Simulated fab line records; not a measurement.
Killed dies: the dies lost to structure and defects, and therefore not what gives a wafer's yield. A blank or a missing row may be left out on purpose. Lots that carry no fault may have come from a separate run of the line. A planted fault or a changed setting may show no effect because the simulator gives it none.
What tool caused it? || flow n5 finfet || 24 wafers from 8 lots sampled at 5 of the route's 1938 steps

== WHAT THE GAUGES SHOWED, per wafer ==
N5_BEOL_M3_OCD_MEAS_38.
{"lot": "L662", "measured": "day 8 00:20", "on": "ocd-01", "trench depth nm (nm)": "55.0 54.3 55.0"}
{"lot": "L665", "measured": "day 8 10:55", "on": "ocd-01", "trench depth nm (nm)": "55.2 57.6 56.2"}
{"lot": "L668", "measured": "day 8 22:55", "on": "ocd-02", "trench depth nm (nm)": "56.3 58.6 55.9"}
{"lot": "L667", "measured": "day 9 05:34", "on": "ocd-02", "trench depth nm (nm)": "56.7 55.0 57.4"}
{"lot": "L670", "measured": "day 9 15:58", "on": "ocd-01", "trench depth nm (nm)": "54.4 54.8 54.6"}
{"lot": "L672", "measured": "day 10 14:04", "on": "ocd-02", "trench depth nm (nm)": "55.7 54.9 54.5"}
{"lot": "L673", "measured": "day 10 09:34", "on": "ocd-01", "trench depth nm (nm)": "55.6 55.6 57.5"}
{"lot": "L674", "measured": "day 10 22:45", "on": "ocd-01", "trench depth nm (nm)": "28.8 55.5 54.7"}

== WHAT TOOL EACH LOT RAN ON (gives the tool, then ch and the chambers of the sampled wafers, and finally the start) ==
{"lot": "L662", "N5_BEOL_M3_ETCH_74": "rie diel-02 ch 0,2, day 7 16:59", "N5_BEOL_M3_HM_OPEN_17": "rie metal-01 ch 0,1, day 7 17:13", "N5_BEOL_M3_ETCHBACK_99": "rie diel-03 ch 1,2, day 7 23:56", "N5_BEOL_M3_ETCH_70": "rie diel-03 ch 1,2, day 7 23:59"}
{"lot": "L665", "N5_BEOL_M3_ETCH_74": "rie diel-06 ch 1,2,3, day 8 09:10", "N5_BEOL_M3_HM_OPEN_17": "rie metal-01 ch 0,1, day 8 09:23", "N5_BEOL_M3_ETCHBACK_99": "rie diel-02 ch 0,1,3, day 8 10:32", "N5_BEOL_M3_ETCH_70": "rie diel-02 ch 0,1,3, day 8 10:34"}
{"lot": "L668", "N5_BEOL_M3_ETCH_74": "rie diel-02 ch 1,3, day 8 20:46", "N5_BEOL_M3_HM_OPEN_17": "rie metal-01 ch 0,1, day 8 20:59", "N5_BEOL_M3_ETCHBACK_99": "rie diel-02 ch 1,3, day 8 22:31", "N5_BEOL_M3_ETCH_70": "rie diel-02 ch 1,3, day 8 22:33"}
{"lot": "L667", "N5_BEOL_M3_ETCH_74": "rie diel-02 ch 0,2,3, day 8 23:06", "N5_BEOL_M3_HM_OPEN_17": "rie metal-01 ch 0,1, day 8 23:19", "N5_BEOL_M3_ETCHBACK_99": "rie diel-03 ch 0,2,3, day 9 05:11", "N5_BEOL_M3_ETCH_70": "rie diel-03 ch 0,2,3, day 9 05:13"}
{"lot": "L670", "N5_BEOL_M3_ETCH_74": "rie diel-02 ch 1,2,3, day 9 13:53", "N5_BEOL_M3_HM_OPEN_17": "rie metal-03 ch 0,1, day 9 14:06", "N5_BEOL_M3_ETCHBACK_99": "rie diel-06 ch 0,2,3, day 9 15:35", "N5_BEOL_M3_ETCH_70": "rie diel-06 ch 0,2,3, day 9 15:37"}
{"lot": "L672", "N5_BEOL_M3_ETCH_74": "rie diel-02 ch 0,3, day 10 07:18", "N5_BEOL_M3_HM_OPEN_17": "rie metal-01 ch 0,1, day 10 07:32", "N5_BEOL_M3_ETCHBACK_99": "rie diel-03 ch 0,1,2, day 10 13:40", "N5_BEOL_M3_ETCH_70": "rie diel-03 ch 0,1,2, day 10 13:42"}
{"lot": "L673", "N5_BEOL_M3_ETCH_74": "rie diel-06 ch 1,2,3, day 10 07:28", "N5_BEOL_M3_HM_OPEN_17": "rie metal-03 ch 0,1, day 10 07:43", "N5_BEOL_M3_ETCHBACK_99": "rie diel-02 ch 1,3, day 10 09:10", "N5_BEOL_M3_ETCH_70": "rie diel-02 ch 1,3, day 10 09:13"}
{"lot": "L674", "N5_BEOL_M3_ETCH_74": "rie diel-02 ch 0,1,3, day 10 17:55", "N5_BEOL_M3_HM_OPEN_17": "rie metal-03 ch 0,1, day 10 18:07", "N5_BEOL_M3_ETCHBACK_99": "rie diel-03 ch 1,2, day 10 22:22", "N5_BEOL_M3_ETCH_70": "rie diel-03 ch 1,2, day 10 22:24"}
- N5_BEOL_M3_ETCH_74: etches underlayer in N2/H2, target depth 6.5 nm, time 5.2 s.
- N5_BEOL_M3_HM_OPEN_17: chemistry Cl2/BCl3, target TiN, target depth 20 nm, overetch 6 nm.
- N5_BEOL_M3_ETCHBACK_99: etches SiO2 in CHF3, target depth 5 nm, time 10.4 s.
- N5_BEOL_M3_ETCH_70: etches SOC in N2/H2, target depth 80 nm, overetch 16 nm, time 120 s.

== THE ANSWER, worked out from the rows above alone ==
Rule: usual is defined by the lots themselves. Put in order of their means at a reading, lots are off if they are a third of the lots or fewer, leave a main group of 4 or more, and stand apart from it by a gap of 3 or more times the standard deviation of the main group's means; of several such gaps the widest counts. If all means in a main group match to the digits the tables above print for the reading, that group is not used. Also off: a lot with no number at a reading for which 4 or more lots have one. Where the step has rows for the other lots, those lots are counted as sound.
Off, at N5_BEOL_M3_OCD_MEAS_38 on trench depth nm: L674. Mean 55.8 nm and standard deviation 0.86 in the main group.
A tool fits if, at a process step before that reading, it ran every lot that is off, and no sound lot after the first of them. The gauges at N5_BEOL_M3_OCD_MEAS_38 are tried like those tools. Can't be told from this: 4 tools fit, rie diel-02 at N5_BEOL_M3_ETCH_74, rie metal-03 at N5_BEOL_M3_HM_OPEN_17, rie diel-03 at N5_BEOL_M3_ETCHBACK_99 and N5_BEOL_M3_ETCH_70, ocd-01 at N5_BEOL_M3_OCD_MEAS_38.

== WHAT HAD BEEN PUT IN BY THE SIMULATOR ==
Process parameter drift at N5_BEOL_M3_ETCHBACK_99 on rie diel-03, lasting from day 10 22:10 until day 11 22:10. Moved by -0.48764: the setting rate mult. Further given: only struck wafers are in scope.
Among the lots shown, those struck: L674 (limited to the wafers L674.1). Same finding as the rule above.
